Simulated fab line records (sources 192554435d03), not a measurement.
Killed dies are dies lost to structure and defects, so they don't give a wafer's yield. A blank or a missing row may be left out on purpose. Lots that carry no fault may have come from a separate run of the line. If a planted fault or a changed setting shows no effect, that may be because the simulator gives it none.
Split-lot experiment / flow n5 finfet / 21 wafers read across 7 lots, on a route 1938 steps long

## ABOUT THE SPLIT
At N5_MOL_CONTACT_COAG_CONTACT_ETCH_14 (etches SiO2 in C4F6/O2, target depth 27.5 nm, overetch 8.5 nm, time 20 s), the setting source w was moved away from the recipe's 370 W on 7 of the 21 wafers read, by -10.1% to +14.8%. The other wafers ran this setting at the recipe's value.

The split's own step is where the reading is taken.

## THE READING
rf vpp V, in V, at N5_MOL_CONTACT_COAG_CONTACT_ETCH_14 (etches SiO2 in C4F6/O2, target depth 27.5 nm, overetch 8.5 nm, time 20 s). Fault-free wafers of this fab line usually give 692.7 V, standard deviation 2.3 V.

wafer=L075.1; tool, chamber at the split=rie diel-03, 1; source w as run, W=370; against the recipe=recipe; rf vpp V, V=694.5; against lot-mates on the recipe=-
wafer=L075.2; tool, chamber at the split=rie diel-03, 0; source w as run, W=370; against the recipe=recipe; rf vpp V, V=690.5; against lot-mates on the recipe=-
wafer=L075.3; tool, chamber at the split=rie diel-03, 2; source w as run, W=370; against the recipe=recipe; rf vpp V, V=694.0; against lot-mates on the recipe=-
wafer=L079.1; tool, chamber at the split=rie diel-04, 0; source w as run, W=370; against the recipe=recipe; rf vpp V, V=693.9; against lot-mates on the recipe=-
wafer=L079.2; tool, chamber at the split=rie diel-04, 1; source w as run, W=370; against the recipe=recipe; rf vpp V, V=690.5; against lot-mates on the recipe=-
wafer=L079.5; tool, chamber at the split=rie diel-04, 1; source w as run, W=370; against the recipe=recipe; rf vpp V, V=690.9; against lot-mates on the recipe=-
wafer=L081.3; tool, chamber at the split=rie diel-03, 1; source w as run, W=424.8; against the recipe=+14.8%; rf vpp V, V=673.0; against lot-mates on the recipe=-21.4
wafer=L081.5; tool, chamber at the split=rie diel-03, 2; source w as run, W=370; against the recipe=recipe; rf vpp V, V=694.4; against lot-mates on the recipe=-
wafer=L081.6; tool, chamber at the split=rie diel-03, 3; source w as run, W=424.8; against the recipe=+14.8%; rf vpp V, V=661.4; against lot-mates on the recipe=-33.0
wafer=L086.2; tool, chamber at the split=rie diel-03, 0; source w as run, W=370; against the recipe=recipe; rf vpp V, V=693.0; against lot-mates on the recipe=-
wafer=L086.4; tool, chamber at the split=rie diel-03, 3; source w as run, W=404.8; against the recipe=+9.4%; rf vpp V, V=673.3; against lot-mates on the recipe=-20.4
wafer=L086.6; tool, chamber at the split=rie diel-03, 3; source w as run, W=370; against the recipe=recipe; rf vpp V, V=694.4; against lot-mates on the recipe=-
wafer=L091.3; tool, chamber at the split=rie diel-03, 2; source w as run, W=370; against the recipe=recipe; rf vpp V, V=694.7; against lot-mates on the recipe=-
wafer=L091.4; tool, chamber at the split=rie diel-03, 2; source w as run, W=332.8; against the recipe=-10.1%; rf vpp V, V=712.8; against lot-mates on the recipe=+18.1
wafer=L091.6; tool, chamber at the split=rie diel-03, 3; source w as run, W=332.8; against the recipe=-10.1%; rf vpp V, V=712.8; against lot-mates on the recipe=+18.1
wafer=L090.4; tool, chamber at the split=rie diel-05, 1; source w as run, W=424.1; against the recipe=+14.6%; rf vpp V, V=661.3; against lot-mates on the recipe=-32.4
wafer=L090.5; tool, chamber at the split=rie diel-05, 0; source w as run, W=424.1; against the recipe=+14.6%; rf vpp V, V=664.4; against lot-mates on the recipe=-29.3
wafer=L090.6; tool, chamber at the split=rie diel-05, 1; source w as run, W=370; against the recipe=recipe; rf vpp V, V=693.7; against lot-mates on the recipe=-
wafer=L097.1; tool, chamber at the split=rie diel-04, 1; source w as run, W=370; against the recipe=recipe; rf vpp V, V=688.9; against lot-mates on the recipe=-
wafer=L097.2; tool, chamber at the split=rie diel-04, 2; source w as run, W=370; against the recipe=recipe; rf vpp V, V=689.9; against lot-mates on the recipe=-
wafer=L097.4; tool, chamber at the split=rie diel-04, 2; source w as run, W=370; against the recipe=recipe; rf vpp V, V=691.2; against lot-mates on the recipe=-

THE FIT
A straight line over all 21 wafers: rf vpp V changes by -1.91 V for each +1% of source w; r = -0.98; the points scatter about the line by 2.8 V.
The same after taking each lot's own level away (the mean of its wafers on the recipe; 21 wafers): -1.94 V for each +1%; r = -0.99; scatter 2.5 V.
On that fit, the largest move of source w shifts the reading by 29 V.
From 690.00 to 694.70 V: that is the span of the lots' own levels, equal to 2.0 times the standard deviation above.
Consequently the slope shifts little with the lot-to-lot level, the two slopes agreeing.
Check: with one of the wafers moved furthest among these (+14.8%) left out of the fit, the line predicts -31 V for it against its lot-mates. It came out at -21.4 V against them.
Tool readings at the split's step, against how far the setting was moved: rf vpp V r = -0.98.

## FURTHER SPLITS ON THESE WAFERS
Before the reading, these wafers also passed through other splits. Each is held against what the fit with the lots' levels taken away leaves over:
other split on the same wafers=N5_SDB_EXPOSE_08 dose mj; wafers away from the commonest value=8; r with rf vpp V (lot level and that fit taken away)=+0.27
other split on the same wafers=N5_GATE_CUT_ETCH_58 source w; wafers away from the commonest value=6; r with rf vpp V (lot level and that fit taken away)=+0.19
other split on the same wafers=N5_MOL_CONTACT_COAG_EXPOSE_05 dose mj; wafers away from the commonest value=7; r with rf vpp V (lot level and that fit taken away)=-0.05

## FILE'S OWN FIT
rf vpp V changes by -1.97 V for each +1% of source w, r = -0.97.
